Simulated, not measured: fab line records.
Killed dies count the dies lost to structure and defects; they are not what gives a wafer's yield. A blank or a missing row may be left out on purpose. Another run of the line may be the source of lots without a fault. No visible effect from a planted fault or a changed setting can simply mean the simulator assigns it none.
A struck lot beside a sound one	flow n5Finfet	14 out of 1938 route steps
Sound: the wafers L644.1, L644.4. Wafers struck: L635.1, L635.2, L635.6. The cause comes at the end.
Order at every step that has rows: each side's tool, ch and its chambers, its first start. Under that, the readings that differ: sound wafers	struck wafers	difference of the means	sigmas: that difference in standard deviations of wafers without a fault.
alike: readings whose means differ by less than 2 such deviations, and words and numbers that are the same on both sides. not compared: withheld readings, readings that some wafer has no value for, bounds like >300 that may hide the same value, and numbers for which the record gives no deviation and whose values overlap.
The two part at a step that has a row with sigmas, a row that says differs or no value, or rows on one side only. Numbers that don't overlap but have no deviation are shown without sigmas and don't part them. Lack of a reading on every wafer of one side parts them only where that side has two or more wafers.

N5_PASSIVATION_PECVD_00: deposits SiO2 from SiH4/N2O, target thk 200 nm, time 11.2 s.
  sound on pecvd-03 ch 1,2, day 16 17:58; struck on pecvd-04 ch 0,1,2, day 15 05:53
reading	sound	struck	difference	sigmas
showerheadPlenumPTorr (Torr)	8.26 8.32	8.07 8.10 8.05	-0.22	-2
  alike: heaterPowerW, throttleValvePct
N5_MIM_BOT_DEGAS_01: time 60 s.
  sound: pvdSputter-02 at day 16 19:30; struck: pvdSputter-01 at day 15 06:13
  alike: heaterPowerW
N5_MIM_BOT_SPUTTER_00: material TiN, target thk 35 nm, time 89.7 s.
  sound: pvdSputter-02 at day 16 19:32; struck: pvdSputter-01 at day 15 06:15
  alike: throttleValvePct
N5_MIM_TOP_ALD_00: deposits Al2O3, purge time 3 s, co reactant pulse time 3 s.
  sound on aldHk-03 ch 2,3, day 16 19:38; struck on aldHk-02 ch 0,1,2, day 15 06:21
  alike: precursorPulseHeightRel
then, 2 steps without rows for these wafers: N5_MIM_TOP_ALD_01 (deposits HfO2, target thk 5.6 nm, pulse time 1 s, purge time 3 s); N5_MIM_TOP_ALD_02 (deposits Al2O3, purge time 3 s, co reactant pulse time 3 s).
N5_MIM_TOP_DEGAS_04: time 60 s.
  sound: pvdSputter-01 at day 16 20:35; struck: pvdSputter-02 at day 15 07:42
  alike: heaterPowerW
then, 5 steps without rows for these wafers: N5_MIM_TOP_SPUTTER_03 (material TiN, target thk 35 nm, time 89.7 s); N5_MIM_TOP_LITHO_HMDS_01 (time 60 s); N5_MIM_TOP_LITHO_COAT_02; N5_MIM_TOP_LITHO_EBR_04; N5_MIM_TOP_LITHO_SOFTBAKE_03 (time 90 s).
N5_MIM_TOP_LITHO_EXPOSE_05: exposes mask MIM TOP, target cd 2000 nm.
  struck on krfScanner-01, day 15 08:05; sound on krfScanner-02 ch 0, day 16 20:50
  no value came back on the struck wafers for exposureDoseMJCm2, focusOffsetNm (nm), sigmaOuter; on the sound wafers exposureDoseMJCm2 reads 20.497 20.479
  alike: mask
then, 1 step without rows for these wafers: N5_MIM_TOP_LITHO_PEB_06.

== WHERE THEY PART ==
First at N5_PASSIVATION_PECVD_00; last, within this record, at N5_MIM_TOP_LITHO_EXPOSE_05.

WHY: the cause the simulator had injected
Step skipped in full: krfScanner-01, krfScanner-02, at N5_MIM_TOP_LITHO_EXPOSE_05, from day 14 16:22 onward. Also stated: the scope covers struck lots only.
